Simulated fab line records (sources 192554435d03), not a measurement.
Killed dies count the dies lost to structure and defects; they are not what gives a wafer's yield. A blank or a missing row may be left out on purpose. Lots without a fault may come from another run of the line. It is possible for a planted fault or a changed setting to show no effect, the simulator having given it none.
Lot-split experiment    flow n5 finfet    route with 1938 steps; 7 lots, 21 wafers read

## ON THE SPLIT
At N5_BEOL_M11_VIA_ETCH_34 (etches SiCOH lowk in C4F6/O2, target depth 184.5 nm, time 69.2 s), the setting time s was moved away from the recipe's 69.2 s on 8 of the 21 wafers read, by -22.0% to +20.7%. For the rest of the wafers, this setting stayed at what the recipe calls for.

Reading taken at the split's own step.

## THE READING
SOC_of_BEOL_M11_COAT_63.thk nm (the simulator's own value, which no gauge read), in nm, at N5_BEOL_M11_VIA_ETCH_34 (etches SiCOH lowk in C4F6/O2, target depth 184.5 nm, time 69.2 s). There is no usual value for it anywhere in the file. The 13 wafers here that ran the recipe average 92.0 nm, standard deviation 0.31 nm.

wafer   tool, chamber at the split  time s as run, s  against the recipe  SOC_of_BEOL_M11_COAT_63.thk nm, nm  against lot-mates on the recipe
L076.1  rie diel-05, 3              69.2              recipe              91.6                                -
L076.3  rie diel-05, 2              80.2              +15.9%              90                                  -1.7
L076.6  rie diel-05, 3              69.2              recipe              91.8                                -
L075.1  rie diel-05, 0              69.2              recipe              91.6                                -
L075.2  rie diel-05, 3              62.8              -9.2%               92.2                                +0.6
L075.3  rie diel-05, 2              62.8              -9.2%               92                                  +0.4
L080.1  rie diel-02, 3              53.95             -22.0%              94                                  +2.2
L080.2  rie diel-02, 1              69.2              recipe              91.8                                -
L080.4  rie diel-02, 2              53.95             -22.0%              93.2                                +1.4
L082.1  rie diel-06, 3              69.2              recipe              92                                  -
L082.3  rie diel-06, 0              69.2              recipe              91.6                                -
L082.5  rie diel-06, 3              83.51             +20.7%              90.4                                -1.4
L088.3  rie diel-02, 1              69.2              recipe              92                                  -
L088.4  rie diel-02, 3              69.2              recipe              92.6                                -
L088.6  rie diel-02, 0              69.2              recipe              91.8                                -
L094.2  rie diel-05, 2              69.2              recipe              92.2                                -
L094.4  rie diel-05, 0              69.2              recipe              92.2                                -
L094.6  rie diel-05, 0              69.2              recipe              92.4                                -
L096.2  rie diel-02, 2              82.69             +19.5%              90.4                                -1.8
L096.4  rie diel-02, 1              69.2              recipe              92.2                                -
L096.6  rie diel-02, 3              82.69             +19.5%              90.8                                -1.4

FIT RESULTS
A straight line over all 21 wafers: SOC_of_BEOL_M11_COAT_63.thk nm changes by -0.0737 nm for each +1% of time s; r = -0.91; the points scatter about the line by 0.38 nm.
The same after taking each lot's own level away (the mean of its wafers on the recipe; 21 wafers): -0.08 nm for each +1%; r = -0.96; scatter 0.26 nm.
That fit puts the effect of the largest move of time s on the reading at 1.8 nm.
The span of the lots' own levels, 91.60 to 92.27 nm, comes to 2.2 times the standard deviation stated above.
So the lot-to-lot level changes the slope little: the two slopes agree.
Check: for one of the wafers moved furthest among these (-22.0%), held out of the fit, the line's prediction against its lot-mates is +1.58 nm. It came out at +2.2 nm against them.

## OTHER SPLITS ON THESE WAFERS
Note: prior to the reading, these wafers also went through further splits. Each is held against what the fit with the lots' levels taken away leaves over:
other split on the same wafers    wafers away from the commonest value  r with SOC_of_BEOL_M11_COAT_63.thk nm (lot level and that fit taken away)
N5_BEOL_M9_TRENCH_ETCH_37 time s  5                                     +0.14
N5_BEOL_M10_COAT_64 spin rpm      6                                     +0.18
N5_BEOL_M10_COAT_22 spin rpm      7                                     +0.04

## THE WHOLE CHAIN: every reading that the file lists as answering this split, in the file's order
step                     what it does                                                      reading                                                                          change (the file's fit)                 r (the file's)
N5_BEOL_M11_VIA_ETCH_34  etches SiCOH lowk in C4F6/O2, target depth 184.5 nm, time 69.2 s  etch.depth nm (the simulator's own value, which no gauge read)                   +1.86 nm for each +1% of the setting    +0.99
N5_BEOL_M11_VIA_ETCH_34  etches SiCOH lowk in C4F6/O2, target depth 184.5 nm, time 69.2 s  SOC_of_BEOL_M11_COAT_63.thk nm (the simulator's own value, which no gauge read)  -0.0806 nm for each +1% of the setting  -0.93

## THE FILE'S OWN FIT
SOC_of_BEOL_M11_COAT_63.thk nm changes by -0.0806 nm for each +1% of time s, r = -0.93.
